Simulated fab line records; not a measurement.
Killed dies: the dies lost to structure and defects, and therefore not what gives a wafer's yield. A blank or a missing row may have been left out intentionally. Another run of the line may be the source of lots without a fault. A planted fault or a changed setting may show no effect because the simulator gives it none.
Chamber matching | flow n5_finfet | rie_diel-06 running N5_BEOL_M10_VIA_ETCH_34: 4 sister chambers
The step etches SiCOH lowk in C4F6/O2, target depth 184.5 nm, time 69.2 s. 4 wafers are shown with their chamber, then 7 later ones without.

## WAFERS, EACH WITH ITS CHAMBER
wafer  | chamber | showerhead_plenum_p_Torr (Torr)
L082.6 | 2       | 3.00
L083.2 | 0       | 3.00
L083.5 | 3       | 2.97
L085.5 | 1       | 2.72

## WAFERS WITHOUT THEIR CHAMBER
wafer  | showerhead_plenum_p_Torr (Torr)
L085.6 | 3.00
L086.1 | 3.00
L086.3 | 2.97
L086.4 | 3.00
L088.3 | 2.71
L088.5 | 2.97
L088.6 | 3.00

## WHICH CHAMBER EACH ONE RAN IN
wafer  | from the rows above     | in truth
L085.6 | can't be placed: 0 or 2 | 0
L086.1 | can't be placed: 0 or 2 | 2
L086.3 | 3                       | 3
L086.4 | can't be placed: 0 or 2 | 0
L088.3 | 1                       | 1
L088.5 | 3                       | 3
L088.6 | can't be placed: 0 or 2 | 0
Correct placement for 3 of the 7. Can't be placed from these rows: 4 (the true chamber is among the candidates in 4). Placed wrongly: 0.
How it was worked out, from the rows above alone: a wafer's distance from a chamber is the root of the sum, over the readings, of the square of ((its reading less the chamber's mean) divided by the reading's scatter). The wafer belongs to the nearest chamber; if the next one is less than 2 further off, it can't be placed. Each chamber's mean is taken over the wafers shown for it. The scatter (one wafer shown for each chamber): square how far every hidden wafer sits from the nearest shown wafer, average those squares and take the square root.
